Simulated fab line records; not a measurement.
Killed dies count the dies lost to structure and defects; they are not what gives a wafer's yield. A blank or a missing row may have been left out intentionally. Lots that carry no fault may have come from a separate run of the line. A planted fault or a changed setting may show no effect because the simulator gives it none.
fab line records	flow n5Finfet
record: lots: 11	wafers: 33	lastDay: 18
route steps=1938 shown GATE_CUT@492 PASSIVATION@1936
lots untouched by any fault: they come from a run of this same line in which no faults occurred
startH: hours from the record's first day to the start of the lot's first wafer shown	waitH: time in hours since the lot's previous step	" unchanged from the row above	L1.1+2: one row covering several wafers at once	- no value, or no start was given	* or withheld: withheld	< > ~ a bound
route shown NAME@n: a module of which the file shows steps, and the number in the route of the first	usual: mean and standard deviation over wafers with no fault	same: alike in all rows	chamber/n: place in a boat	sites: readings site by site	_std_site: the standard deviation of these	_edge_site: inner sites' mean taken away from outer sites' mean	radiusMm: for every site, how far away it sits from the centre of the wafer	mask NAME#n: copy n	behind: the most recent tool/chamber to have shaped the wafer	hold: what put the lot on hold/how long, in hours/how the hold closed	device: transistor that didn't switch, given as n, p or np	end of line: at the end of the route, the tests of the same wafers	where a step has no rows: the recipe by itself	killed: dies that structure and defects cost at the first sort, which is not the same as the wafer's yield	map: dies across one wafer; x = killed, . = not, _ = none there
set.NAME: the setting that was run; set.NAME@STEP: the one run at that earlier step	model.NAME: the simulator's own value behind a step, which no gauge read
a sample of lots followed through the steps of the route, with each step as a table and each wafer as a row
services: the hour from which a tool's chamber was out of use, counted from the record's first day as startH (under 0 if before that day), plus the number of hours and why
== steps ==
step: N5_GATE_CUT_ETCH_36
recipe: chemistry: CF4	target: SiARC	targetDepthA: 130	maskMaterial: CAR-EUV	timeS: 21.7	ionEnergyEv: 80	pressureMtorr: 40	sourceW: 545	biasW: 36	Ar_flow_sccm: 100	cf4FlowSccm: 100	ends: cleared
usual: drypumpMotorCurrentA: 5.9/0.73	etchRfOnTimeS: 22.0/0.53	oesProductAu: 0.67/0.056	rfFwdPowerW: 531.7/1.9	rfVppV: 184.0/1	showerheadPlenumPTorr: 2.14/0.053	throttleValvePct: 15.47/0.18
lot.wafer	tool	chamber	startH	waitH	drypumpMotorCurrentA	etchRfOnTimeS	oesProductAu	rfFwdPowerW	rfHoursCounterH	rfVppV	showerheadPlenumPTorr	throttleValvePct
L916.3	rieDiel-03	1	95.58	0.0	5.3	21.4	0.77	531.2	19	184.4	2.19	15.08
L916.4	"	2	"	"	6.6	21.6	0.67	529.3	150	183.6	2.06	15.66
L916.6	"	2	"	"	6.6	21.6	0.66	526.4	-	183.9	2.05	15.64
L918.2	rieDiel-03	3	110.92	0.0	6.5	20.8	0.64	531.6	184	184.3	2.12	15.61
L918.4	"	0	"	"	6.4	22.6	0.70	530.8	70	185.4	2.15	15.33
L918.6	"	0	"	"	6.4	22.5	0.70	531.9	-	185.9	2.15	15.32
L921.2	rieDiel-01	1	125.23	0.0	4.9	22.3	0.61	531.7	182	182.5	2.05	15.64
L921.4	"	3	"	"	6.4	21.8	0.77	534.2	25	183.3	2.11	15.50
L921.6	"	0	"	"	5.6	21.6	0.70	534.4	-	185.2	2.18	15.71
L923.1	rieDiel-04	0	137.32	0.0	5.4	22.1	0.62	531.4	178	185.5	2.20	15.51
L923.4	"	3	"	"	6.7	21.7	0.72	531.3	-	183.1	2.10	15.47
L923.5	"	1	"	"	4.7	21.6	0.64	528.4	-	185.8	2.22	15.42
L925.2	rieDiel-04	0	150.28	0.0	5.4	22.6	0.61	528.4	184	185.0	2.20	15.50
L925.4	"	3	"	"	6.8	22.0	0.72	535.2	54	182.8	2.10	15.49
L925.5	"	1	"	"	4.7	21.5	0.64	533.1	-	185.5	2.22	15.43
L926.1	rieDiel-04	0	155.96	0.0	5.4	22.3	0.61	532.7	185	184.6	2.20	15.50
L926.3	"	1	"	"	4.7	21.4	0.64	532.3	150	184.1	2.22	15.42
L926.5	"	3	"	"	6.7	21.8	0.70	531.4	-	183.9	2.10	15.50
L929.4	rieDiel-04	3	176.69	0.0	6.8	21.9	0.71	531.0	61	183.5	2.10	15.50
L929.5	"	1	"	"	4.7	21.4	0.63	532.2	-	184.6	2.22	15.44
L929.6	"	0	"	"	5.4	22.1	0.61	530.3	-	185.5	2.20	15.52
L930.1	rieDiel-03	1	182.12	0.0	5.3	21.6	0.72	529.8	45	185.0	2.18	15.13
L930.3	"	0	"	"	6.4	23.1	0.67	528.0	90	183.8	2.15	15.36
L930.5	"	0	"	"	6.4	22.9	0.67	529.9	-	183.7	2.15	15.37
L934.1	rieDiel-04	1	204.90	0.0	4.7	21.5	0.63	532.3	166	184.2	2.22	15.45
L934.4	"	3	"	"	6.8	21.8	0.70	533.8	68	184.8	2.09	15.53
L934.6	"	0	"	"	5.4	22.2	0.61	532.0	-	185.0	2.20	15.53
L935.1	rieDiel-03	1	217.32	0.0	5.3	22.0	0.71	531.5	53	184.0	2.17	15.13
L935.3	"	2	"	"	6.6	21.7	0.63	533.1	183	182.9	2.04	15.72
L935.4	"	0	"	"	6.4	22.9	0.66	534.0	99	184.1	2.15	15.38
L937.1	rieDiel-01	1	225.47	0.0	4.9	22.4	0.58	532.4	210	184.0	2.04	15.71
L937.5	"	1	"	"	4.9	22.4	0.59	532.1	-	183.5	2.04	15.70
L937.6	"	2	"	"	5.2	22.2	0.60	530.7	-	184.1	2.14	15.43
step: N5_GATE_CUT_CUT_ETCH_53
recipe: chemistry: SF6/Cl2	target: W	maskMaterial: SiO2	targetDepthA: 792	pressureMtorr: 8	icpW: 900	biasW: 80	SF6_flow_sccm: 40	Cl2_flow_sccm: 60	ends: cleared
usual: drypumpMotorCurrentA: 5.7/0.64	etchRfOnTimeS: 26.3/0.71	oesProductAu: 0.77/0.081	rfFwdPowerW: 877.3/2.8	throttleValvePct: 28.77/0.13
lot.wafer	tool	chamber	startH	waitH	drypumpMotorCurrentA	etchRfOnTimeS	oesProductAu	rfFwdPowerW	rfHoursCounterH	throttleValvePct
L916.3	rieMetal-03	1	95.94	0.1	5.7	27.1	0.70	878.4	-	28.69
L916.4	"	0	"	"	6.5	26.8	0.82	875.6	-	28.84
L916.6	"	1	"	"	5.7	27.2	0.70	874.6	-	28.72
L918.2	rieMetal-01	1	111.26	0.1	5.9	26.2	0.86	877.7	1	28.52
L918.4	"	0	"	"	4.6	24.8	0.89	878.3	-	28.82
L918.6	"	0	"	"	4.6	24.8	0.90	877.2	-	28.80
L921.2	rieMetal-03	0	125.57	0.1	6.4	26.8	0.80	877.5	9	28.86
L921.4	"	1	"	"	5.7	27.1	0.69	882.0	-	28.73
L921.6	"	1	"	"	5.7	26.9	0.69	879.2	-	28.72
L923.1	rieMetal-03	1	137.66	0.1	5.7	27.0	0.69	871.6	37	28.70
L923.4	"	0	"	"	6.5	27.0	0.79	876.8	-	28.86
L923.5	"	0	"	"	6.5	26.9	0.79	876.5	-	28.86
L925.2	rieMetal-03	0	150.62	0.1	6.4	26.8	0.78	879.4	11	28.87
L925.4	"	0	"	"	6.5	26.9	0.77	875.5	-	28.86
L925.5	"	0	"	"	6.5	26.9	0.78	876.6	-	28.87
L926.1	rieMetal-01	0	156.29	0.1	4.6	25.0	0.86	882.2	6	28.84
L926.3	"	0	"	"	4.6	25.1	0.86	878.5	-	28.84
L926.5	"	0	"	"	4.6	25.0	0.87	878.5	-	28.83
L929.4	rieMetal-03	0	177.05	0.1	6.5	22.3	0.86	1097.7	-	28.90
L929.5	"	0	"	"	6.4	22.3	0.86	1095.0	-	28.89
L929.6	"	1	"	"	5.7	22.5	0.75	1095.2	-	28.74
L930.1	rieMetal-03	0	182.46	0.1	6.4	22.0	0.86	1093.4	15	28.88
L930.3	"	0	"	"	6.4	22.0	0.86	1094.4	-	28.89
L930.5	"	1	"	"	5.7	22.0	0.77	1091.3	-	28.74
L934.1	rieMetal-01	1	205.25	0.1	5.9	26.0	0.81	874.8	7	28.52
L934.4	"	1	"	"	5.9	26.3	0.81	875.0	-	28.55
L934.6	"	0	"	"	4.6	24.8	0.84	876.9	-	28.84
L935.1	rieMetal-01	0	217.66	0.1	4.6	25.2	0.84	878.4	10	28.84
L935.3	"	1	"	"	5.9	26.4	0.80	874.5	-	28.53
L935.4	"	0	"	"	4.6	25.2	0.83	877.9	-	28.83
L937.1	rieMetal-01	0	225.81	0.1	4.6	25.0	0.83	875.2	12	28.84
L937.5	"	1	"	"	5.8	26.4	0.79	871.8	-	28.54
L937.6	"	0	"	"	4.6	25.1	0.83	882.1	-	28.85
step: N5_GATE_CUT_ETCH_47
recipe: chemistry: Cl2/BCl3	target: SiO2	targetDepthA: 100	pressureMtorr: 10	icpW: 1000	biasW: 126	Cl2_flow_sccm: 53.25	bcl3FlowSccm: 21.75	Ar_flow_sccm: 25
usual: drypumpMotorCurrentA: 5.7/0.64	oesProductAu: 0.85/0.086	rfFwdPowerW: 977/3.6	throttleValvePct: 22.67/0.093
lot.wafer	tool	chamber	startH	waitH	drypumpMotorCurrentA	oesProductAu	rfFwdPowerW	rfHoursCounterH	throttleValvePct
L916.3	rieMetal-03	1	96.08	0.0	5.7	0.78	981	-	22.66
L916.4	"	0	"	"	6.4	0.92	976	-	22.72
L916.6	"	1	"	"	5.7	0.79	980	-	22.68
L918.2	rieMetal-01	1	111.41	0.0	5.9	0.96	976	1	22.55
L918.4	"	0	"	"	4.6	0.97	980	-	22.59
L918.6	"	0	"	"	4.6	0.97	979	-	22.58
L921.2	rieMetal-03	0	125.72	0.0	6.4	0.89	980	9	22.71
L921.4	"	1	"	"	5.7	0.77	977	-	22.66
L921.6	"	1	"	"	5.7	0.77	973	-	22.66
L923.1	rieMetal-03	1	137.81	0.0	5.7	0.77	973	37	22.67
L923.4	"	0	"	"	6.4	0.89	975	-	22.73
L923.5	"	0	"	"	6.5	0.89	971	-	22.70
L925.2	rieMetal-03	0	150.77	0.0	6.5	0.89	972	11	22.72
L925.4	"	0	"	"	6.5	0.88	978	-	22.72
L925.5	"	0	"	"	6.4	0.89	976	-	22.71
L926.1	rieMetal-01	0	156.44	0.0	4.6	0.94	982	6	22.59
L926.3	"	0	"	"	4.6	0.94	983	-	22.59
L926.5	"	0	"	"	4.6	0.95	984	-	22.59
L929.4	rieMetal-03	0	177.19	0.0	6.5	0.86	976	-	22.73
L929.5	"	0	"	"	6.5	0.87	969	-	22.73
L929.6	"	1	"	"	5.7	0.76	971	-	22.69
L930.1	rieMetal-03	0	182.61	0.0	6.4	0.86	978	15	22.73
L930.3	"	0	"	"	6.5	0.86	976	-	22.72
L930.5	"	1	"	"	5.7	0.76	981	-	22.69
L934.1	rieMetal-01	1	205.40	0.0	5.9	0.92	977	7	22.58
L934.4	"	1	"	"	5.8	0.90	982	-	22.57
L934.6	"	0	"	"	4.6	0.92	978	-	22.60
L935.1	rieMetal-01	0	217.81	0.0	4.6	0.91	985	11	22.59
L935.3	"	1	"	"	5.9	0.89	973	-	22.57
L935.4	"	0	"	"	4.6	0.92	984	-	22.59
L937.1	rieMetal-01	0	225.96	0.0	4.6	0.90	982	12	22.60
L937.5	"	1	"	"	5.9	0.89	979	-	22.58
L937.6	"	0	"	"	4.6	0.91	980	-	22.60
step: N5_GATE_CUT_VAPOR_ETCH_51
recipe: chemistry: BCl3/Cl2	target: HfO2	mode: isotropic
usual: drypumpMotorCurrentA: 5.7/0.64	oesProductAu: 0.85/0.09
lot.wafer	tool	chamber	startH	waitH	drypumpMotorCurrentA	oesProductAu
L916.3	rieMetal-03	1	96.17	0.0	5.7	0.79
L916.4	"	0	"	"	6.5	0.92
L916.6	"	1	"	"	5.7	0.78
L918.2	rieMetal-01	1	111.50	0.0	5.9	0.95
L918.4	"	0	"	"	4.6	0.97
L918.6	"	0	"	"	4.6	0.98
L921.2	rieMetal-03	0	125.81	0.0	6.4	0.89
L921.4	"	1	"	"	5.7	0.76
L921.6	"	1	"	"	5.7	0.76
L923.1	rieMetal-03	1	137.90	0.0	5.7	0.77
L923.4	"	0	"	"	6.5	0.89
L923.5	"	0	"	"	6.4	0.89
L925.2	rieMetal-03	0	150.86	0.0	6.4	0.89
L925.4	"	0	"	"	6.4	0.90
L925.5	"	0	"	"	6.4	0.89
L926.1	rieMetal-01	0	156.53	0.0	4.6	0.95
L926.3	"	0	"	"	4.6	0.95
L926.5	"	0	"	"	4.6	0.95
L929.4	rieMetal-03	0	177.28	0.0	6.4	0.87
L929.5	"	0	"	"	6.4	0.86
L929.6	"	1	"	"	5.7	0.75
L930.1	rieMetal-03	0	182.70	0.0	6.5	0.86
L930.3	"	0	"	"	6.4	0.87
L930.5	"	1	"	"	5.7	0.75
L934.1	rieMetal-01	1	205.49	0.0	5.9	0.90
L934.4	"	1	"	"	5.9	0.90
L934.6	"	0	"	"	4.6	0.91
L935.1	rieMetal-01	0	217.90	0.0	4.6	0.92
L935.3	"	1	"	"	5.9	0.90
L935.4	"	0	"	"	4.6	0.92
L937.1	rieMetal-01	0	226.05	0.0	4.6	0.91
L937.5	"	1	"	"	5.9	0.89
L937.6	"	0	"	"	4.6	0.91
step: N5_PASSIVATION_PROBE_49
usual: defectLimitedYield: 91.4/1.5	killed_at_M0_to_M3: 33/11	killed_at_M4_up: 14/5.3	killedAtContacts: 13/6.2	killedAtFrontEnd: 39/13	killedAtOther: 3.1/2.8	killedDies: 102/17	killedOpen: 68/13	killedShort: 32/7.8	sort_bin_4_leakage: 0.00/0.007	sort_bin_5_function: 5.1/0.95	sort_bin_6_memory: 3.2/0.7	sort_bin_8_speed: 0.02/0.16	sortNPass: 1078/18	sortYieldPct: 91.3/1.5
same: grossDies: 1180	killedAtBackSide: 0
lot.wafer	tool	chamber	startH	waitH	defectLimitedYield[%]	killed_at_M0_to_M3	killed_at_M4_up	killedAtContacts	killedAtFrontEnd	killedAtOther	killedDies	killedOpen	killedShort	sort_bin_4_leakage[%]	sort_bin_5_function[%]	sort_bin_6_memory[%]	sort_bin_8_speed[%]	sortNPass	sortYieldPct[%]
L926.1	prober-01	-	371.70	0.0	93.4	19	19	6	28	6	78	51	24	0	4.1	2.5	0	1102	93.4
L926.3	prober-01	-	371.80	0.1	90.8	35	22	5	45	1	108	70	36	0	5.5	3.4	0	1072	90.8
L926.5	prober-01	-	371.90	0.2	91.2	38	16	4	38	8	104	62	42	0	5.3	2.9	0	1076	91.2
killed by level:class
L926.1 BEOL_M4:geometricParticle:open=14 FIN_SAQP:geometricParticle:open=9 FIN_SAQP:geometricParticle:short=5 BEOL_M1:geometricParticle:short=5 MOL_CONTACT_COAG:geometricParticle:open=4 BEOL_M1:geometricParticle:open=4 BEOL_M0:geometricParticle:open=3 BEOL_M3:geometricParticle:open=3
L926.3 FIN_SAQP:geometricParticle:open=14 BEOL_M4:geometricParticle:open=13 FIN_SAQP:geometricParticle:short=11 BEOL_M2:geometricParticle:open=9 BEOL_M0_SAQP:geometricParticle:short=5 BEOL_M1:geometricParticle:open=5 BEOL_M3:geometricParticle:open=5 BEOL_M0_SAQP:geometricParticle:open=4
L926.5 BEOL_M4:geometricParticle:open=12 BEOL_M1:geometricParticle:open=11 BEOL_M0_SAQP:geometricParticle:open=8 FIN_SAQP:geometricParticle:open=6 GATE_CUT:geometricParticle:short=6 BEOL_M0_SAQP:geometricParticle:short=6 FIN_SAQP:geometricParticle:short=5 DUMMY_GATE:geometricParticle:open=5
== services ==
tool	chamber	startH	hours	kind
rieMetal-01	1	74.07	-	clean
rieMetal-01	1	74.07	24.8	scheduledDown
rieMetal-01	1	74.07	24.8	ventCycle
rieDiel-03	0	79.78	8.1	repair
rieMetal-01	0	96.01	12.8	repair
rieDiel-04	2	118.16	-	clean
rieDiel-04	2	118.16	-	consumableReplace:focusRing
rieDiel-04	2	118.16	20.2	scheduledDown
rieDiel-04	2	118.16	20.2	ventCycle
rieDiel-01	1	136.98	6.2	repair
rieDiel-04	3	157.82	7.7	repair
rieDiel-01	3	159.74	5.1	repair
rieDiel-04	0	164.51	10.8	repair
rieDiel-01	0	192.03	15.2	repair
rieDiel-01	3	199.51	13.7	repair
rieDiel-01	1	203.97	4.9	repair
== key ==
firstSign: step: N5_GATE_CUT_CUT_ETCH_53	reading: rfFwdPowerW	direction: up	sigmas: 77	usual: *	struck: *
effect: step: N5_GATE_CUT_CUT_ETCH_53	reading: etchRfOnTimeS	direction: down	sigmas: 5.8	usual: *	struck: *
metAt N5_GATE_CUT_CUT_ETCH_53
struckLots L929,L930
rowsEnd L929.4,L929.5,L929.6
notActingAt N5_GATE_CUT_ETCH_36,N5_GATE_CUT_ETCH_47,N5_GATE_CUT_VAPOR_ETCH_51
onsetBetween 150.62 177.05
fault: kind: processParameterDrift	tool: rieMetal-03	chamber: -	onsetH: 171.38	steps: N5_GATE_CUT_CUT_ETCH_53	channel: icpW	offset: 216	shape: step	actsIn: theseRecipesOnly	stated: 900
rowsEnd: these wafers met a further fault down the route, and their rows from its step on are left out
